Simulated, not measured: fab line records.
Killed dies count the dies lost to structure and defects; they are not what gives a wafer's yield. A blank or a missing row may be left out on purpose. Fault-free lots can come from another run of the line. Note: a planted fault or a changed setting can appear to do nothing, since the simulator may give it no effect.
Chamber matching    flow n5 finfet    rie si-05 running N5_FIN_SAQP_MANDREL_ETCH_58: 4 sister chambers
The step etches a-Si in HBr/Cl2, stops on SiNx, target depth 45 nm, bt time 10 s, time 27 s. 4 wafers are shown with their chamber, then 12 later ones without.

EACH WAFER AND ITS CHAMBER
wafer   chamber  throttle valve pct (%)
L086.1  0        35.29
L087.2  3        35.85
L088.1  1        35.39
L088.3  2        35.92

WAFERS WITHOUT THEIR CHAMBER
wafer   throttle valve pct (%)
L088.4  35.28
L089.4  35.29
L089.5  35.28
L089.6  35.39
L092.1  35.30
L092.4  35.94
L092.5  35.28
L094.2  35.91
L094.3  35.28
L096.3  35.29
L096.4  35.85
L096.6  35.82

WHICH CHAMBER EACH ONE RAN IN
wafer   from the rows above  in truth
L088.4  0                    0
L089.4  0                    0
L089.5  0                    0
L089.6  1                    1
L092.1  0                    0
L092.4  2                    2
L092.5  0                    0
L094.2  2                    2
L094.3  0                    0
L096.3  0                    0
L096.4  3                    3
L096.6  3                    3
Correctly placed: 12 of 12. Not placeable from these rows: 0. Number placed wrongly: 0.
How it was worked out, from the rows above alone: a wafer's distance from a chamber is the root of the sum, over the readings, of the square of ((its reading less the chamber's mean) divided by the reading's scatter). The wafer belongs to the nearest chamber; if the next one is less than 2 further off, it can't be placed. For every chamber, the mean is computed from those of its wafers that are shown. The scatter: root of mean squared gap, hidden wafer to nearest shown wafer, with one shown wafer a chamber.
